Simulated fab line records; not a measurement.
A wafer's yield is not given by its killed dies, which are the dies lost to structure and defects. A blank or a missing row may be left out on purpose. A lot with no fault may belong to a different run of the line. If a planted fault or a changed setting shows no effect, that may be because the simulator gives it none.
fab line records	flow n5_finfet
[record] lots = 10	wafers = 27	last_day = 17
route steps=1938 shown BEOL_M7@1266 BEOL_M8@1335 PASSIVATION@1936
lots that met no fault: taken from a fault-free run of the same line
start_h: start of the lot's first displayed wafer, in hours after the record's first day	wait_h: how many hours have passed since the lot's step before this one	" unchanged from the row above	L1.1+2: one row covering several wafers at once	- no value, or no start was given	* or withheld: withheld	< > ~ a bound
route shown NAME@n: NAME is a module with steps in the file, n the number in the route of the first one	usual: mean and standard deviation over wafers with no fault	same: alike in all rows	chamber/n: place in a boat	sites: readings site by site	_std_site: the values' standard deviation	_edge_site: inner sites' mean taken away from outer sites' mean	radius_mm: for every site, how far away it sits from the centre of the wafer	mask NAME#n: copy n	behind: the last tool/chamber to shape the wafer	hold: reason for holding the lot/hours on hold/outcome of the hold	device: whichever transistor did not switch (one of n, p or np)	end of line: the route-end tests of the same wafers	a step without rows: its recipe alone	killed: count of dies lost to structure and defects at first sort (not the wafer's yield)	map: a wafer's dies, marking killed ones x, the rest . and places with no die _
set.NAME: the setting that was run; set.NAME@STEP: the one run at that earlier step	model.NAME: the simulator's own value behind a step, which no gauge read
one table for each step of the route and one row for each wafer, over a sample of lots
services: the hour from which a tool's chamber was out of use, counted from the record's first day as start_h (under 0 if before that day), plus the number of hours and why
[[steps]]
[step N5_BEOL_M7_PECVD_70]
[recipe] material = SiO2	target_thk_a = 200	temp_c = 400	precursor = TEOS/O2	pressure_torr = 5.5	rf_w = 450	teos_flow_sccm = 53.8	gas = O2	flow_sccm = 3000	time_s = 22.7
[usual] heater_power_w = 705/100	rf_fwd_power_W = 445.1/1.9	showerhead_plenum_p_Torr = 8.86/0.061	throttle_valve_pct = 22.6/1.5
lot.wafer	tool	chamber	start_h	wait_h	heater_power_w	rf_fwd_power_W	showerhead_plenum_p_Torr	throttle_valve_pct
L788.1	pecvd-03	0	198.25	0.0	737	443.7	8.85	22.2
L788.3	"	1	"	"	825	441.9	8.91	23.2
L788.5	"	1	"	"	847	442.7	8.91	23.2
L792.3	pecvd-03	1	219.06	0.0	767	442.6	8.95	23.1
L792.5	"	0	"	"	686	443.8	8.87	22.0
L792.6	"	1	"	"	768	443.1	8.94	23.4
L793.2	pecvd-01	1	225.26	0.0	685	443.1	8.91	25.3
L793.3	"	0	"	"	607	443.7	8.73	20.4
L793.4	"	0	"	"	622	445.5	8.70	20.4
L799.2	pecvd-01	2	263.85	0.0	810	446.5	8.84	20.6
L799.5	"	1	"	"	621	445.5	8.91	25.3
L799.6	"	2	"	"	796	446.6	8.85	20.7
L801.4	pecvd-03	0	265.61	0.1	663	-	8.90	22.0
L801.6	"	1	"	"	795	441.4	8.92	23.0
L802.3	pecvd-03	1	281.75	0.0	765	440.5	8.93	22.9
L802.4	"	0	"	"	605	-	8.87	22.3
L803.3	pecvd-03	2	288.17	0.0	694	445.1	8.86	22.4
L803.4	"	2	"	"	698	-	8.87	22.0
L805.1	pecvd-04	1	304.52	0.0	561	445.6	8.84	25.3
L805.2	"	0	"	"	668	445.8	8.81	24.4
L805.6	"	1	"	"	553	444.0	8.84	25.2
L807.4	pecvd-01	1	306.85	0.1	729	445.3	8.89	25.3
L807.5	"	2	"	"	849	447.6	8.79	20.7
L807.6	"	0	"	"	559	444.0	8.71	20.7
L811.2	pecvd-04	1	327.81	0.0	625	447.7	8.83	24.9
L811.4	"	2	"	"	558	445.0	8.73	20.0
L811.6	"	0	"	"	640	444.7	8.82	25.0
[step N5_BEOL_M7_ETCH_41]
[recipe] chemistry = CH3F/O2	target = SiCN	target_depth_a = 319	taper_deg = 2	time_s = 57.8	ion_energy_ev = 120	mask_material = TiN	pressure_mtorr = 30	source_w = 395	bias_w = 75	Ar_flow_sccm = 150	CH3F_flow_sccm = 30	O2_flow_sccm = 20
[usual] bias_w = 74.98/0.22	chamber_pressure_mTorr = 30.002/0.029	drypump_motor_current_A = 5.7/0.39	oes_product_au = 0.80/0.098	rf_fwd_power_W = 391.1/1.7	rf_vpp_V = 297.6/1.8	showerhead_plenum_p_Torr = 2.01/0.074	throttle_valve_pct = 16.31/0.2
lot.wafer	tool	chamber	start_h	wait_h	bias_w	chamber_pressure_mTorr	drypump_motor_current_A	oes_product_au	rf_fwd_power_W	rf_hours_counter_h	rf_vpp_V	showerhead_plenum_p_Torr	throttle_valve_pct
L788.1	rie_diel-05	2	-	-	74.97	29.970	5.6	0.79	390.1	131	294.6	1.93	16.20
L788.3	"	3	"	"	74.65	30.007	5.7	0.71	390.8	233	298.9	2.06	16.56
L788.5	"	1	"	"	75.05	30.003	5.8	0.78	392.9	-	298.1	2.09	16.16
L792.3	rie_diel-05	3	-	-	74.92	30.054	5.7	0.70	391.6	240	299.1	2.06	16.57
L792.5	"	3	"	"	74.99	29.990	5.7	0.70	391.0	-	298.1	2.06	16.57
L792.6	"	0	"	"	75.10	30.034	5.1	0.68	391.7	-	298.1	2.05	16.66
L793.2	rie_diel-02	3	-	-	75.14	29.977	5.5	0.82	390.7	78	297.0	2.03	16.26
L793.3	"	2	"	"	75.01	29.948	6.1	0.95	393.3	9	297.3	2.06	16.17
L793.4	"	1	"	"	75.09	29.994	5.4	0.73	389.1	199	297.7	2.05	16.55
L801.4	rie_diel-06	3	-	-	75.21	29.999	5.2	0.97	390.7	14	298.8	2.13	16.36
L801.6	"	0	"	"	75.22	29.981	5.2	0.69	390.8	-	294.0	1.88	16.41
L799.2	rie_diel-05	3	-	-	75.16	29.989	5.7	0.69	391.5	257	297.5	2.05	16.59
L799.5	"	2	"	"	75.19	29.972	5.6	0.76	388.2	-	295.1	1.92	16.25
L799.6	"	1	"	"	74.73	30.021	5.8	0.75	392.0	-	300.4	2.08	16.20
L802.3	rie_diel-05	0	-	-	75.37	30.015	5.1	0.97	391.0	4	297.3	2.05	16.23
L802.4	"	2	"	"	75.00	30.021	5.6	0.75	392.9	-	295.9	1.92	16.25
L803.3	rie_diel-02	2	-	-	75.23	30.036	6.1	0.90	390.7	28	298.2	2.05	16.23
L803.4	"	3	"	"	74.92	30.020	5.5	0.80	392.0	98	298.8	2.03	16.29
L805.1	rie_diel-06	0	-	-	74.60	30.022	5.1	0.68	393.2	218	295.8	1.88	16.46
L805.2	"	1	"	"	75.23	30.031	6.0	0.82	390.5	95	297.2	1.93	15.93
L805.6	"	1	"	"	75.40	29.992	6.0	0.83	391.1	-	296.0	1.93	15.95
L807.4	rie_diel-06	0	-	-	75.06	30.033	5.2	0.67	393.5	-	295.5	1.88	16.46
L807.5	"	3	"	"	75.17	29.977	5.2	0.95	392.0	-	301.1	2.13	16.40
L807.6	"	1	"	"	74.70	29.984	6.1	0.82	392.1	-	296.2	1.93	15.95
L811.2	rie_diel-06	2	-	-	75.10	30.003	5.9	0.98	390.5	3	295.0	1.98	16.13
L811.4	"	0	"	"	74.92	30.019	5.1	0.67	392.5	224	294.8	1.87	16.46
L811.6	"	2	"	"	74.84	30.015	5.9	0.98	390.4	-	297.9	1.98	16.12
[step N5_BEOL_M7_STRIP_80]
[recipe] chemistry = N2/H2	time_s = 10	power_w = 450	temp_c = 40	pressure_mtorr = 20	rf_frequency_hz = 6e+07	bias_power_w = 7	n2_flow_sccm = 200	h2_flow_sccm = 200
[usual] chamber_pressure_mTorr = 19.999/0.019	drypump_motor_current_A = 5.7/0.39	oes_product_au = 0.80/0.097	rf_vpp_V = 59.3/0.93	showerhead_plenum_p_Torr = 2.55/0.095	throttle_valve_pct = 23.6/0.32
lot.wafer	tool	chamber	start_h	wait_h	chamber_pressure_mTorr	drypump_motor_current_A	oes_product_au	rf_hours_counter_h	rf_vpp_V	showerhead_plenum_p_Torr	throttle_valve_pct
L788.1	rie_diel-05	2	-	-	20.007	5.6	0.78	131	59.5	2.43	23.3
L788.3	"	3	"	"	20.014	5.7	0.70	233	59.6	2.59	23.6
L788.5	"	1	"	"	19.995	5.8	0.76	-	58.4	2.65	23.6
L792.3	rie_diel-05	3	-	-	20.091	5.7	0.70	240	59.3	2.59	23.6
L792.5	"	3	"	"	20.006	5.7	0.71	-	58.5	2.59	23.6
L792.6	"	0	"	"	20.007	5.1	0.68	-	61.0	2.61	24.0
L793.2	rie_diel-02	3	-	-	20.000	5.5	0.83	78	59.7	2.56	23.5
L793.3	"	2	"	"	20.018	6.2	0.96	9	59.1	2.59	23.4
L793.4	"	1	"	"	20.019	5.4	0.72	199	59.9	2.63	24.1
L801.4	rie_diel-06	3	-	-	20.005	5.2	0.96	14	59.8	2.71	23.6
L801.6	"	0	"	"	19.995	5.2	0.69	-	59.3	2.41	23.7
L799.2	rie_diel-05	3	-	-	19.995	5.7	0.69	257	59.6	2.58	23.6
L799.5	"	2	"	"	19.983	5.6	0.77	-	59.7	2.42	23.3
L799.6	"	1	"	"	20.022	5.8	0.74	-	59.8	2.64	23.6
L802.3	rie_diel-05	0	-	-	19.982	5.1	0.97	4	60.5	2.61	23.8
L802.4	"	2	"	"	20.008	5.6	0.75	-	59.3	2.41	23.3
L803.3	rie_diel-02	2	-	-	19.995	6.2	0.91	28	58.3	2.58	23.4
L803.4	"	3	"	"	19.967	5.6	0.81	98	60.5	2.55	23.5
L805.1	rie_diel-06	1	-	-	19.996	6.0	0.82	95	58.4	2.43	22.9
L805.2	"	3	"	"	20.005	5.3	0.93	26	59.1	2.70	23.7
L805.6	"	1	"	"	20.000	6.0	0.82	-	58.6	2.44	22.9
L807.4	rie_diel-06	0	-	-	19.988	5.2	0.67	-	57.2	2.40	23.7
L807.5	"	3	"	"	20.035	5.3	0.92	-	58.9	2.70	23.7
L807.6	"	1	"	"	19.985	6.1	0.82	-	58.1	2.43	22.9
L811.2	rie_diel-06	2	-	-	19.964	5.9	0.98	3	59.7	2.49	23.3
L811.4	"	0	"	"	19.965	5.1	0.67	224	58.5	2.40	23.8
L811.6	"	2	"	"	19.989	5.9	0.97	-	58.2	2.49	23.3
[step N5_BEOL_M7_CMP_52]
[recipe] stop_on = SiCOH_lowk	t_overpolish_s = 6.9	down_force_psi = 1	platen_rpm = 50	clearing_platen_down_force_psi = 1.5	clearing_platen_rpm = 50	post_cmp_clean = cu_alkaline	target_thk_nm = 80	clearing_platen_pad_velocity_m_s = 0.99484	pad_velocity_m_s = 0.99484
[usual] barrier_field_endpoint_s = 29.1/0.73	motor_current_A = 6.1/0.73
lot.wafer	tool	chamber	start_h	wait_h	barrier_field_endpoint_s	motor_current_A
L788.1	cmp-02	0	202.79	0.3	29.7	6.1
L788.3	"	1	"	"	29.6	5.8
L788.5	"	1	"	"	30.1	5.7
L792.3	cmp-03	1	225.78	0.3	29.0	6.4
L792.5	"	2	"	"	28.9	6.8
L792.6	"	3	"	"	29.3	6.1
L793.4	cmp-02	2	230.55	0.2	30.3	5.6
L793.2	"	3	"	"	29.5	4.3
L793.3	"	0	"	"	28.7	6.5
L801.4	cmp-04	0	272.91	0.2	21.9	6.1
L801.6	"	3	"	"	29.0	7.2
L799.2	cmp-04	3	273.62	0.3	27.9	7.7
L799.5	"	0	"	"	29.4	6.5
L799.6	"	1	"	"	29.3	6.1
L802.3	cmp-02	2	287.35	0.2	28.1	5.8
L802.4	"	3	"	"	20.8	4.5
L803.3	cmp-02	3	295.61	0.2	29.0	4.6
L803.4	"	1	"	"	21.0	5.4
L805.1	cmp-03	0	309.95	0.3	29.0	5.8
L805.2	"	2	"	"	28.2	7.0
L805.6	"	1	"	"	29.4	6.6
L807.4	cmp-02	1	313.01	0.2	29.0	5.5
L807.6	"	2	"	"	29.2	5.9
L807.5	"	3	"	"	28.3	4.6
L811.4	cmp-02	3	334.48	0.2	30.3	4.5
L811.2	"	0	"	"	29.2	6.4
L811.6	"	1	"	"	29.6	5.4
[step N5_BEOL_M8_PECVD_70]
[recipe] material = SiO2	target_thk_a = 200	temp_c = 400	precursor = TEOS/O2	pressure_torr = 5.5	rf_w = 450	teos_flow_sccm = 53.8	gas = O2	flow_sccm = 3000	time_s = 22.7
[usual] heater_power_w = 674/98	rf_fwd_power_W = 444.4/1.9	showerhead_plenum_p_Torr = 8.79/0.084	throttle_valve_pct = 22.3/1.5
lot.wafer	tool	chamber	start_h	wait_h	heater_power_w	rf_fwd_power_W	showerhead_plenum_p_Torr	throttle_valve_pct
L788.1	pecvd-01	0	203.93	0.0	603	444.4	8.71	20.6
L788.3	"	1	"	"	627	442.8	8.87	25.0
L788.5	"	1	"	"	642	444.4	8.89	25.1
L792.3	pecvd-02	0	226.77	0.0	628	444.5	8.71	23.1
L792.5	"	0	"	"	642	442.1	8.73	23.5
L792.6	"	2	"	"	710	447.4	8.75	20.9
L793.2	pecvd-02	2	231.64	0.0	632	446.4	8.77	21.0
L793.3	"	1	"	"	603	446.2	8.69	22.4
L793.4	"	0	"	"	603	442.0	8.71	23.3
L801.4	pecvd-02	2	274.21	0.1	770	445.8	8.77	21.1
L801.6	"	0	"	"	557	442.8	8.72	23.6
L799.2	pecvd-01	1	276.23	0.0	641	442.8	8.90	25.3
L799.5	"	2	"	"	842	445.9	8.82	20.6
L799.6	"	0	"	"	549	442.1	8.70	20.6
L802.3	pecvd-03	2	288.49	0.0	773	443.8	8.86	22.7
L802.4	"	1	"	"	724	444.1	8.94	23.2
L803.3	pecvd-01	1	296.71	0.0	715	446.6	8.89	25.2
L803.4	"	0	"	"	562	441.9	8.71	20.7
L805.1	pecvd-02	2	311.05	0.0	728	444.5	8.76	21.3
L805.2	"	1	"	"	558	445.9	8.69	22.2
L805.6	"	1	"	"	543	446.0	8.70	22.2
L807.4	pecvd-01	1	314.02	0.1	645	446.4	8.87	25.2
L807.5	"	0	"	"	501	443.8	8.71	20.8
L807.6	"	2	"	"	717	446.6	8.82	20.8
L811.2	pecvd-02	2	335.50	0.0	677	446.6	8.76	21.3
L811.4	"	1	"	"	636	446.2	8.73	22.1
L811.6	"	0	"	"	589	443.8	8.70	23.5
[step N5_PASSIVATION_PROBE_49]
[usual] defect_limited_yield = 91.7/1.2	killed_at_M0_to_M3 = 33/9.5	killed_at_M4_up = 13/4.9	killed_at_contacts = 13/6.6	killed_at_front_end = 36/11	killed_at_other = 3.0/2.6	killed_dies = 97/14	killed_open = 65/11	killed_short = 31/6.6	sort_bin_5_function = 4.8/0.82	sort_bin_6_memory = 3.1/0.58	sort_n_pass = 1083/14	sort_yield_pct = 91.7/1.2
[same] gross_dies = 1180	killed_at_back_side = 0	sort_bin_4_leakage[%] = 0	sort_bin_8_speed[%] = 0
lot.wafer	tool	chamber	start_h	wait_h	defect_limited_yield[%]	killed_at_M0_to_M3	killed_at_M4_up	killed_at_contacts	killed_at_front_end	killed_at_other	killed_dies	killed_open	killed_short	sort_bin_5_function[%]	sort_bin_6_memory[%]	sort_n_pass	sort_yield_pct[%]
L788.1	prober-01	-	277.79	0.0	91.2	43	8	16	32	5	104	70	34	5.8	2.8	1076	91.2
L788.3	prober-01	-	277.89	0.1	93.2	30	15	8	25	2	80	63	14	4.1	2.7	1100	93.2
L788.5	prober-01	-	277.99	0.2	92.5	40	11	11	25	1	88	56	29	4.4	2.9	1092	92.5
L792.3	prober-02	-	294.13	0.1	93.1	24	9	11	29	8	81	46	35	4.4	2.4	1099	93.1
L792.5	prober-02	-	294.23	0.2	93.4	16	11	13	32	6	78	52	26	3.6	2.9	1102	93.4
L792.6	prober-02	-	294.28	0.3	91.4	26	8	9	48	11	102	72	30	5.1	3.1	1078	91.4
L793.2	prober-02	-	302.36	0.1	93.7	24	12	7	31	0	74	45	29	3.7	2.3	1106	93.7
L793.3	prober-02	-	302.41	0.1	90.4	26	20	24	41	2	113	84	26	5.4	3.4	1067	90.4
L793.4	prober-02	-	302.46	0.2	93.2	29	11	16	23	1	80	53	27	4.1	2.4	1100	93.2
L801.4	prober-02	-	345.26	0.2	91.5	28	12	12	45	3	100	60	38	5.0	3.2	1080	91.5
L801.6	prober-02	-	345.36	0.3	91.2	39	19	12	33	1	104	75	27	5.3	3.2	1076	91.2
L799.2	prober-01	-	351.81	0.1	92.8	33	8	7	33	4	85	48	31	4.0	2.6	1095	92.8
L799.5	prober-01	-	351.96	0.2	89.8	34	15	12	55	4	120	77	40	5.5	4.2	1060	89.8
L799.6	prober-01	-	352.01	0.3	94.1	27	8	8	18	9	70	47	21	3.2	2.5	1110	94.1
L802.3	prober-01	-	361.81	0.1	91.4	47	12	11	31	1	102	66	36	4.7	3.6	1078	91.4
L802.4	prober-01	-	361.86	0.2	92.5	34	10	7	27	10	88	57	30	4.4	2.8	1092	92.5
L803.3	prober-02	-	368.12	0.1	91.2	31	11	28	30	4	104	71	32	5.2	3.3	1076	91.2
L803.4	prober-02	-	368.17	0.2	92.7	24	8	18	36	0	86	59	27	3.9	2.8	1094	92.7
L805.1	prober-02	-	378.76	0.0	93.2	34	5	12	22	7	80	52	28	4.2	2.4	1100	93.2
L805.2	prober-02	-	378.81	0.1	92.6	23	8	14	34	8	87	55	32	4.0	3.1	1093	92.6
L805.6	prober-02	-	379.01	0.3	91.7	35	10	19	32	2	98	59	39	4.7	3.3	1082	91.7
L807.4	prober-01	-	404.79	0.2	91.0	41	9	19	37	0	106	75	30	5.4	3.3	1074	91.0
L807.5	prober-01	-	404.84	0.2	92.8	28	14	23	19	1	85	64	20	4.2	2.7	1095	92.8
L807.6	prober-01	-	404.89	0.3	92.2	39	11	10	31	1	92	61	30	4.9	2.6	1088	92.2
L811.2	prober-02	-	414.38	0.1	90.1	39	8	17	51	2	117	84	33	5.5	4.1	1063	90.1
L811.4	prober-02	-	414.48	0.2	91.8	40	7	8	36	6	97	66	30	5.2	2.8	1083	91.8
L811.6	prober-02	-	414.58	0.3	91.2	29	10	19	44	2	104	74	30	4.7	3.9	1076	91.2
// killed by level:class
L788.1 BEOL_M2:geometric_particle:open=15 MOL_CONTACT_COAG:geometric_particle:open=14 BEOL_M0_SAQP:geometric_particle:open=9 BEOL_M1:geometric_particle:open=6 FIN_SAQP:geometric_particle:short=5 BEOL_M2:geometric_particle:short=5 DUMMY_GATE:geometric_particle:open=4 GATE_CUT:geometric_particle:short=4
L788.3 BEOL_M2:geometric_particle:open=18 BEOL_M4:geometric_particle:open=11 MOL_CONTACT_COAG:geometric_particle:open=7 DUMMY_GATE:geometric_particle:open=5 STARTING-WAFER:geometric_particle:open=4 FIN_SAQP:geometric_particle:open=3 ILD0:geometric_particle:open=3 BEOL_M0_SAQP:geometric_particle:open=3
L788.5 BEOL_M2:geometric_particle:open=12 MOL_CONTACT_COAG:geometric_particle:open=8 BEOL_M0_SAQP:geometric_particle:open=7 BEOL_M3:geometric_particle:open=6 STARTING-WAFER:geometric_particle:short=5 GATE_CUT:geometric_particle:short=4 BEOL_M0_SAQP:geometric_particle:short=4 BEOL_M1:geometric_particle:open=4
L792.3 MOL_CONTACT_COAG:geometric_particle:open=11 FIN_SAQP:geometric_particle:short=7 BEOL_M4:geometric_particle:open=6 FIN_SAQP:geometric_particle:open=5 BEOL_M0_SAQP:geometric_particle:short=5 BEOL_M0_SAQP:geometric_particle:open=5 BEOL_M3:geometric_particle:open=5 BEOL_M3:geometric_particle:short=5
L792.5 MOL_CONTACT_COAG:geometric_particle:open=11 STI_FIN_REVEAL:geometric_particle:open=8 STI_FIN_REVEAL:geometric_particle:short=4 BEOL_M0_SAQP:geometric_particle:short=4 BEOL_M8:geometric_particle:open=4 FIN_SAQP:geometric_particle:short=3 DUMMY_GATE:geometric_particle:open=3 PASS1_CAP:geometric_particle:open=3
L792.6 STI_FIN_REVEAL:geometric_particle:open=11 DUMMY_GATE:geometric_particle:open=9 FIN_SAQP:geometric_particle:open=8 BEOL_M2:geometric_particle:open=8 MOL_CONTACT_COAG:geometric_particle:open=7 BEOL_M0_SAQP:geometric_particle:short=6 BEOL_M3:geometric_particle:open=6 MIM_TOP_ETCH:geometric_particle:short=5
L793.2 MOL_CONTACT_COAG:geometric_particle:open=6 BEOL_M0_SAQP:geometric_particle:short=6 BEOL_M2:geometric_particle:open=6 STI_FIN_REVEAL:geometric_particle:open=5 BEOL_M0_SAQP:geometric_particle:open=5 DUMMY_GATE:geometric_particle:open=4 ILD0:geometric_particle:short=4 BEOL_M5:geometric_particle:open=4
L793.3 MOL_CONTACT_COAG:geometric_particle:open=22 BEOL_M4:geometric_particle:open=14 STI_FIN_REVEAL:geometric_particle:open=10 FIN_SAQP:geometric_particle:short=7 BEOL_M2:geometric_particle:open=6 BEOL_M3:geometric_particle:open=6 STARTING-WAFER:geometric_particle:open=6 FIN_SAQP:geometric_particle:open=4
L793.4 MOL_CONTACT_COAG:geometric_particle:open=11 STI_FIN_REVEAL:geometric_particle:open=6 BEOL_M0_SAQP:geometric_particle:open=6 BEOL_M0:geometric_particle:short=6 MOL_CONTACT_COAG:geometric_particle:short=5 BEOL_M2:geometric_particle:open=5 BEOL_M1:geometric_particle:open=4 BEOL_M0_SAQP:geometric_particle:short=3
L801.4 STI_FIN_REVEAL:geometric_particle:open=11 STI_FIN_REVEAL:geometric_particle:short=10 MOL_CONTACT_COAG:geometric_particle:open=10 FIN_SAQP:geometric_particle:short=9 BEOL_M1:geometric_particle:open=6 BEOL_M2:geometric_particle:open=5 DUMMY_GATE:geometric_particle:open=5 BEOL_M0_SAQP:geometric_particle:short=5
L801.6 MOL_CONTACT_COAG:geometric_particle:open=10 STI_FIN_REVEAL:geometric_particle:open=9 BEOL_M3:geometric_particle:open=8 BEOL_M4:geometric_particle:open=8 FIN_SAQP:geometric_particle:open=7 BEOL_M0_SAQP:geometric_particle:short=7 BEOL_M0_SAQP:geometric_particle:open=6 BEOL_M2:geometric_particle:open=6
L799.2 BEOL_M0_SAQP:geometric_particle:open=8 FIN_SAQP:geometric_particle:short=7 MOL_CONTACT_COAG:geometric_particle:open=6 BEOL_M0_SAQP:geometric_particle:short=6 BEOL_M3:geometric_particle:open=5 STI_FIN_REVEAL:geometric_particle:open=4 STARTING-WAFER:geometric_particle:open=4 FIN_SAQP:geometric_particle:open=3
L799.5 FIN_SAQP:geometric_particle:open=15 FIN_SAQP:geometric_particle:short=13 MOL_CONTACT_COAG:geometric_particle:open=9 BEOL_M0_SAQP:geometric_particle:open=8 BEOL_M1:geometric_particle:open=7 STI_FIN_REVEAL:geometric_particle:open=7 DUMMY_GATE:geometric_particle:open=5 BEOL_M0:geometric_particle:short=4
L799.6 MOL_CONTACT_COAG:geometric_particle:open=8 BEOL_M0_SAQP:geometric_particle:short=5 BEOL_M0:geometric_particle:open=5 DUMMY_GATE:geometric_particle:open=4 BEOL_M0_SAQP:geometric_particle:open=4 BEOL_M1:geometric_particle:open=4 BEOL_M3:geometric_particle:open=4 MIM_TOP_ETCH:geometric_particle:open=3
L802.3 MOL_CONTACT_COAG:geometric_particle:open=10 DUMMY_GATE:geometric_particle:open=9 BEOL_M1:geometric_particle:open=9 BEOL_M3:geometric_particle:open=7 BEOL_M0_SAQP:geometric_particle:short=6 BEOL_M0_SAQP:geometric_particle:open=6 BEOL_M2:geometric_particle:open=6 BEOL_M3:geometric_particle:short=6
L802.4 BEOL_M1:geometric_particle:open=8 STI_FIN_REVEAL:geometric_particle:open=7 FIN_SAQP:geometric_particle:short=5 FIN_SAQP:geometric_particle:open=5 BEOL_M2:geometric_particle:open=5 MOL_CONTACT_COAG:geometric_particle:open=4 BEOL_M3:geometric_particle:open=4 PAD_METAL:geometric_particle:open=4
L803.3 MOL_CONTACT_COAG:geometric_particle:open=23 BEOL_M2:geometric_particle:open=8 BEOL_M4:geometric_particle:open=7 GATE_CUT:geometric_particle:short=6 MOL_CONTACT_COAG:geometric_particle:short=5 BEOL_M1:geometric_particle:open=5 STI_FIN_REVEAL:geometric_particle:open=4 DUMMY_GATE:geometric_particle:open=4
L803.4 STI_FIN_REVEAL:geometric_particle:open=13 MOL_CONTACT_COAG:geometric_particle:open=12 MOL_CONTACT_COAG:geometric_particle:short=6 BEOL_M0_SAQP:geometric_particle:short=6 BEOL_M3:geometric_particle:open=5 DUMMY_GATE:geometric_particle:open=5 GATE_CUT:geometric_particle:short=5 STARTING-WAFER:geometric_particle:open=5
L805.1 BEOL_M1:geometric_particle:open=13 MOL_CONTACT_COAG:geometric_particle:open=10 BEOL_M2:geometric_particle:open=7 PAD_METAL:geometric_particle:short=5 FIN_SAQP:geometric_particle:short=4 BEOL_M0_SAQP:geometric_particle:open=3 BEOL_M1:geometric_particle:short=3 STARTING-WAFER:geometric_particle:open=3
L805.2 FIN_SAQP:geometric_particle:open=10 MOL_CONTACT_COAG:geometric_particle:open=9 FIN_SAQP:geometric_particle:short=7 BEOL_M2:geometric_particle:open=6 BEOL_M0_SAQP:geometric_particle:open=6 MOL_CONTACT_COAG:geometric_particle:short=5 BEOL_M4:geometric_particle:open=5 PAD_METAL:geometric_particle:short=5
L805.6 BEOL_M0_SAQP:geometric_particle:short=16 MOL_CONTACT_COAG:geometric_particle:open=14 FIN_SAQP:geometric_particle:open=8 BEOL_M0_SAQP:geometric_particle:open=8 BEOL_M2:geometric_particle:open=7 FIN_SAQP:geometric_particle:short=5 MOL_CONTACT_COAG:geometric_particle:short=5 BEOL_M4:geometric_particle:open=5
L807.4 BEOL_M3:geometric_particle:open=17 MOL_CONTACT_COAG:geometric_particle:open=15 DUMMY_GATE:geometric_particle:open=9 BEOL_M2:geometric_particle:open=8 BEOL_M0_SAQP:geometric_particle:short=7 FIN_SAQP:geometric_particle:short=6 BEOL_M4:geometric_particle:open=6 STI_FIN_REVEAL:geometric_particle:open=4
L807.5 MOL_CONTACT_COAG:geometric_particle:open=17 BEOL_M3:geometric_particle:open=12 BEOL_M4:geometric_particle:open=8 MOL_CONTACT_COAG:geometric_particle:short=6 BEOL_M0_SAQP:geometric_particle:short=5 BEOL_M2:geometric_particle:open=5 STI_FIN_REVEAL:geometric_particle:open=4 DUMMY_GATE:geometric_particle:open=4
L807.6 BEOL_M3:geometric_particle:open=9 BEOL_M0_SAQP:geometric_particle:short=9 MOL_CONTACT_COAG:geometric_particle:open=8 BEOL_M2:geometric_particle:open=8 FIN_SAQP:geometric_particle:open=6 FIN_SAQP:geometric_particle:short=6 DUMMY_GATE:geometric_particle:open=6 BEOL_M0_SAQP:geometric_particle:open=5
L811.2 STI_FIN_REVEAL:geometric_particle:open=14 MOL_CONTACT_COAG:geometric_particle:open=13 BEOL_M0_SAQP:geometric_particle:short=12 DUMMY_GATE:geometric_particle:open=7 BEOL_M1:geometric_particle:open=7 BEOL_M0_SAQP:geometric_particle:open=7 BEOL_M2:geometric_particle:open=7 BEOL_M4:geometric_particle:open=6
L811.4 BEOL_M1:geometric_particle:open=14 MOL_CONTACT_COAG:geometric_particle:open=8 BEOL_M0_SAQP:geometric_particle:short=7 BEOL_M0_SAQP:geometric_particle:open=7 FIN_SAQP:geometric_particle:short=5 DUMMY_GATE:geometric_particle:open=5 BEOL_M3:geometric_particle:open=5 FIN_SAQP:geometric_particle:open=4
L811.6 MOL_CONTACT_COAG:geometric_particle:open=14 DUMMY_GATE:geometric_particle:open=11 BEOL_M0_SAQP:geometric_particle:open=8 STI_FIN_REVEAL:geometric_particle:open=7 FIN_SAQP:geometric_particle:open=6 MOL_CONTACT_COAG:geometric_particle:short=5 BEOL_M0_SAQP:geometric_particle:short=5 BEOL_M4:geometric_particle:open=5
[[services]]
tool	chamber	start_h	hours	kind
cmp-04	-	175.24	1.2	repair
cmp-04	-	176.48	1.7	repair
cmp-04	-	191.45	4.0	pm
pecvd-03	1	202.01	7.2	repair
cmp-02	-	207.32	1.2	repair
rie_diel-06	3	224.10	7.6	repair
pecvd-03	-	225.47	1.4	repair
pecvd-01	-	227.73	0.9	repair
cmp-02	-	233.94	0.3	repair
pecvd-04	2	242.49	15.4	repair
rie_diel-06	-	243.11	0.3	repair
pecvd-03	-	248.82	1.2	repair
cmp-04	-	251.68	0.3	repair
cmp-02	-	258.82	0.9	repair
pecvd-04	2	283.45	12.7	repair
pecvd-02	-	295.04	2.8	pm
rie_diel-05	-	302.74	0.3	repair
cmp-02	-	306.59	4.0	pm
cmp-04	-	308.40	3.7	repair
cmp-03	-	315.02	3.0	repair
pecvd-01	-	316.98	14.6	pm
cmp-04	-	320.72	3.0	repair
cmp-02	-	321.94	1.4	repair
cmp-03	-	323.98	3.5	pm
[[key]]
[first_sign] step = N5_BEOL_M7_CMP_52	reading = barrier_field_endpoint_s	direction = down	sigmas = 11	usual = 29.1	struck = 21.2
effect none on later readings
met_at N5_BEOL_M7_PECVD_70
struck_lots L801,L802,L803
struck_wafers L801.4,L802.4,L803.4
not_acting_at N5_BEOL_M7_ETCH_41,N5_BEOL_M7_STRIP_80,N5_BEOL_M8_PECVD_70
onset_between 219.06 265.61
[fault] kind = process_parameter_drift	tool = pecvd-03	chamber = -	onset_h = 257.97	steps = N5_BEOL_M7_PECVD_70	channel = time_s	offset = *	shape = step	end_h = 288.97	scope = struck_wafers_only	acts_in = *	stated = *
